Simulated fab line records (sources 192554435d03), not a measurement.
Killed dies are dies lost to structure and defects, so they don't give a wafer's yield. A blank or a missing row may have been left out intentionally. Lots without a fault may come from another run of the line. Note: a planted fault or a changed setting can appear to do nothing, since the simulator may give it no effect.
Matching of chambers	flow n5-finfet	N5_GATE_CUT_SAC_CAP_01 on ald-sin-03: 4 sister chambers
The step material SiNx, target thk 24 nm, pulse time 1 s, ald cycles 480. 4 wafers are shown with their chamber, then 8 later ones without.

== WAFERS, EACH WITH ITS CHAMBER ==
wafer	chamber	heater-power-outer-w (W)
L082.5	1	589
L087.5	3	463
L087.6	0	427
L088.1	2	492

== WAFERS WHOSE CHAMBER IS MISSING ==
wafer	heater-power-outer-w (W)
L088.3	471
L088.4	564
L094.2	525
L094.4	416
L094.6	411
L096.2	488
L096.4	417
L096.6	493

== THE CHAMBER EACH PASSED THROUGH ==
wafer	from the rows above	in truth
L088.3	can't be placed: 3 or 2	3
L088.4	1	1
L094.2	can't be placed: 2 or 3 or 1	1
L094.4	0	0
L094.6	0	0
L096.2	can't be placed: 2 or 3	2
L096.4	0	0
L096.6	can't be placed: 2 or 3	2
Correctly placed: 4 of 8. From these rows, 4 cannot be placed; in 4 the true chamber is one of the candidates. Placed wrongly: 0.
How it was worked out, from the rows above alone: a wafer's distance from a chamber is the root of the sum, over the readings, of the square of ((its reading less the chamber's mean) divided by the reading's scatter). The wafer belongs to the nearest chamber; if the next one is less than 2 further off, it can't be placed. Each chamber's mean is taken over the wafers shown for it. The scatter: with one shown wafer a chamber, the root of the mean of the squares of how far each hidden wafer lies from its nearest shown one.
